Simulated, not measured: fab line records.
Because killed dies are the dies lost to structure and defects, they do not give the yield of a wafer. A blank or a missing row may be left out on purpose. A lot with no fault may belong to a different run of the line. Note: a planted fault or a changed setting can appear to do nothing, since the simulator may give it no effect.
Chamber matching -- flow n5 finfet -- ald metal-02 running N5_HKMG_FIN_ALD_36: 4 sister chambers
The step deposits TiN, target thk 1 nm, pulse time 1 s, purge time 3 s. 16 wafers are shown with their chamber, then 8 later ones without.

## WAFERS PAIRED WITH THEIR CHAMBERS
wafer,chamber,heater power w (W),precursor pulse height rel
L074.2,2,887,1.026
L074.3,1,992,0.995
L074.5,2,854,0.998
L076.1,2,857,0.987
L076.3,0,877,1.023
L076.6,1,1033,1.006
L082.1,1,989,1.024
L082.2,2,864,0.976
L082.3,0,851,1.037
L082.4,3,930,0.953
L082.5,0,867,0.954
L082.6,3,921,1.023
L089.1,3,929,0.996
L089.2,1,1003,0.986
L089.3,0,840,0.988
L089.4,2,861,0.968

SIGNATURES, as means of the wafers listed above
reading,chamber 0,chamber 1,chamber 2,chamber 3,scatter within a chamber
heater power w,858.75,1004.25,864.60,926.67,15.2
precursor pulse height rel,1.00050,1.00275,0.99100,0.99067,0.0281
Rule: a wafer lies at a distance from a chamber equal to the root of the sum of squares, over the readings, of (its reading less the chamber's mean, divided by the reading's scatter). If the next closest chamber is less than 2 further off than the closest, the wafer can't be placed; otherwise it belongs to the closest. How the scatter is found: for the shown wafers, subtract from each reading the mean of its chamber, square and add these, divide the total by (wafers less chambers), then take the root.

## WAFERS WITH NO CHAMBER GIVEN
wafer,heater power w (W),precursor pulse height rel
L089.5,1011,1.017
L089.6,862,0.986
L090.4,859,0.973
L090.5,920,0.987
L090.6,865,1.020
L095.1,1002,1.006
L095.3,852,1.020
L095.5,877,1.010

## CHAMBER TAKEN BY EACH
wafer,from the rows above,in truth
L089.5,1,1
L089.6,can't be placed: 2 or 0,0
L090.4,can't be placed: 2 or 0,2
L090.5,3,3
L090.6,can't be placed: 0 or 2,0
L095.1,1,1
L095.3,can't be placed: 0 or 2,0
L095.5,can't be placed: 2 or 0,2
Correctly placed: 3 of 8. Can't be placed from these rows: 5 (the true chamber is among the candidates in 5). 0 placed wrongly.
